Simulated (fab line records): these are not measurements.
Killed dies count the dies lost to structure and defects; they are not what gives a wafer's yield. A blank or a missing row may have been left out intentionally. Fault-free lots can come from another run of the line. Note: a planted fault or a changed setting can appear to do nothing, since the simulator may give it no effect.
3 desks, one fault	flow nandHarc	each desk holds nothing but its own numbers, with what lay behind them at the end

FOR THE TOOL OWNER'S DESK: pecvdOnon-01
The tool's own readings at NHARC_A_ONON_D2_DEP_09 (target thk 1000 nm): means of the sampled wafers that have a number, for each lot that ran on this tool. A lot is out of limits, marked OUT, if its mean lies more than 4 standard deviations from the usual mean; the brackets give that distance.
Columns: A = n2FlowSccm at NHARC_A_ONON_D2_DEP_09, usual 2750 sccm
lot	first seen here	A
L348	day 14 05:19	2751
L358	day 19 01:04	2749
This desk found nothing out of limits on any of the 2 lots.

FROM THE METROLOGY DESK
What the gauges read, lot by lot, whatever tool the lot ran on: means of the sampled wafers that have a number. A lot is out of limits, marked OUT, if its mean lies more than 4 standard deviations from the usual mean; the brackets give that distance. Of its 12 readings 7 are shown: those that lie furthest out on some lot.
Columns: A = thkNm at NHARC_A_ONON_D2_THK_MEAS_02, usual 1000 nm; B = thkNm at NHARC_A_ONON_D2_THK_MEAS_08, usual 998 nm; C = thkNm at NHARC_A_ONON_D2_THK_MEAS_11, usual 999 nm; D = thkNm at NHARC_A_ONON_D2_THK_MEAS_14, usual 998 nm; E = thkNm at NHARC_A_ONON_D2_THK_MEAS_21, usual 1002 nm; F = thkNm at NHARC_A_ONON_D2_THK_MEAS_27, usual 996 nm; G = thkNm at NHARC_A_ONON_D2_THK_MEAS_30, usual 1001 nm
lot	first seen here	A	B	C	D	E	F	G
L348	day 14 03:10	989	1006	993	997	997	1018	991
L352	day 16 13:00	994	1004	992	977	1005	1000	1001
L358	day 18 23:13	1001	1001	1006	1012	1015	1012	1003
L362	day 20 09:43	1005	991	997	994	1007	1005	1011
L366	day 22 01:05	998	1008	973	1015	1007	1005	997
This desk found nothing out of limits on any of the 5 lots.

THE DEFECT DESK
Inspection counts along the route, by lot: the mean over sampled wafers that carry a number. A lot is out of limits, marked OUT, if its mean lies more than 4 standard deviations from the usual mean; the brackets give that distance.
Columns: A = rawDefectCount at NHARC_A_DECK1_JOINT_INSPECT_05, usual 321
lot	first seen here	A
L348	day 14 03:12	198
L352	day 16 13:02	219
L358	day 18 23:15	254
L362	day 20 09:45	243
L366	day 22 01:08	220
This desk found nothing out of limits on any of the 5 lots.

TAKEN TOGETHER
The desk of the tool owner found nothing out of limits.
Metrology desk: nothing out of limits seen.
The defect desk saw nothing out of limits.

WHAT THE SIMULATOR HAD INSERTED
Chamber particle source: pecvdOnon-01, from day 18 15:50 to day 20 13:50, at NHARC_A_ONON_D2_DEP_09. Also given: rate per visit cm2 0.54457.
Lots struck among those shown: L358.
